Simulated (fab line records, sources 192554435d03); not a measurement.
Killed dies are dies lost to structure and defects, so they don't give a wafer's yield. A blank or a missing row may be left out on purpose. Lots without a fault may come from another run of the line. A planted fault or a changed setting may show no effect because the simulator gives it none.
Problem report in the 8D (eight disciplines) form, filled by code | flow n5_finfet | the parts of the form that need people (team, actions taken, sign-off) are left out

1. THE PROBLEM
bias_w at N5_BEOL_M2_ETCH_64 reads a mean of 110.6 W on 6 wafers of 2 lots; wafers without a fault read 150.0 W with a standard deviation of 0.46. That is -86 standard deviations from the usual mean.
The step: etches SOC in N2/H2, target depth 75 nm, overetch 22.5 nm, time 121.9 s.
First seen on wafer L819.1, day 11 07:10, on rie_diel-05. The record holds 18 wafers of 6 lots with a number at this step. Rule for "out", or "out of limits": more than 4 standard deviations from the usual mean. The other wafers with a number count as sound.

2. WHAT IT IS AND WHAT IT IS NOT
question                    | is                     | is not
which readings at this step | bias_w, rf_vpp_V       | drypump_motor_current_A, oes_product_au, showerhead_plenum_p_Torr, throttle_valve_pct
which lots                  | L819, L820             | L801, L802, L822, L823
which wafers of those lots  | all that have a number | -
read on which tools         | rie_diel-05            | rie_diel-02, rie_diel-06
when                        | from day 11 07:10      | up to then (6 sound wafers); but 6 sound wafers of L822, L823 came after

3. SUSPECTS, AND WHAT RULES EACH OUT
Counting: a tool at a process step up to the reading stays a suspect if it ran every lot that is out and no sound lot after the first of them.
- rie_diel-05 at N5_BEOL_M2_DESCUM_16 (chemistry O2, time 7 s): kept. It ran every lot that is out, first L819 (day 11 07:05), and no sound lot after that; its last sound lot up to then is L802 (day 6 22:53).
- rie_diel-05 at N5_BEOL_M2_ETCH_74 (etches underlayer in N2/H2, target depth 6.5 nm, time 5.2 s): kept. It ran every lot that is out, first L819 (day 11 07:07), and no sound lot after that; its last sound lot up to then is L802 (day 6 22:55).
- rie_diel-05 at N5_BEOL_M2_ETCH_63 (etches SiARC in CF4, target depth 15.6 nm, time 26 s): kept. It ran every lot that is out, first L819 (day 11 07:08), and no sound lot after that; its last sound lot up to then is L802 (day 6 22:56).
- rie_diel-05 at N5_BEOL_M2_ETCH_64 (etches SOC in N2/H2, target depth 75 nm, overetch 22.5 nm, time 121.9 s): kept. It ran every lot that is out, first L819 (day 11 07:10), and no sound lot after that; its last sound lot up to then is L802 (day 6 22:58). Its own readings are out on those wafers: bias_w, rf_vpp_V.
Left after counting: rie_diel-05 at N5_BEOL_M2_DESCUM_16, rie_diel-05 at N5_BEOL_M2_ETCH_74, rie_diel-05 at N5_BEOL_M2_ETCH_63, rie_diel-05 at N5_BEOL_M2_ETCH_64.

4. THE CAUSE (what the simulator had put in)
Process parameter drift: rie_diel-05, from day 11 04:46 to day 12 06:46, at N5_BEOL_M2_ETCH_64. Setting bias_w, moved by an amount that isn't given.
Counting left 4 suspects, and this tool is among them.

5. THE CHAIN OF EFFECTS, in route order
Each row: a reading whose mean over the struck wafers that have a number lies more than 3 standard deviations from the usual. Only readings for which the record gives a usual standard deviation are gone through. hours: the time from each lot's start at the first step in this table that gives one to its start at this step, as a median over the lots. sigmas: the change in usual standard deviations.
hours | step               | reading  | usual   | on struck wafers | change | sigmas
0     | N5_BEOL_M2_ETCH_64 | bias_w   | 150.0 W | 110.6            | -39.4  | -86
0     | N5_BEOL_M2_ETCH_64 | rf_vpp_V | 522.6 V | 430.2            | -92.4  | -44
The process steps in it:
- N5_BEOL_M2_ETCH_64: etches SOC in N2/H2, target depth 75 nm, overetch 22.5 nm, time 121.9 s.
Later measuring or inspecting steps at which every struck wafer that the step has a row for has a number for every such reading, and none has moved that far: N5_BEOL_M4_RC_MEAS_101.

6. WHAT WOULD HAVE CAUGHT IT SOONER
In this record the first reading out of limits was taken at day 11 07:10, 2 hours after the fault began at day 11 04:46.
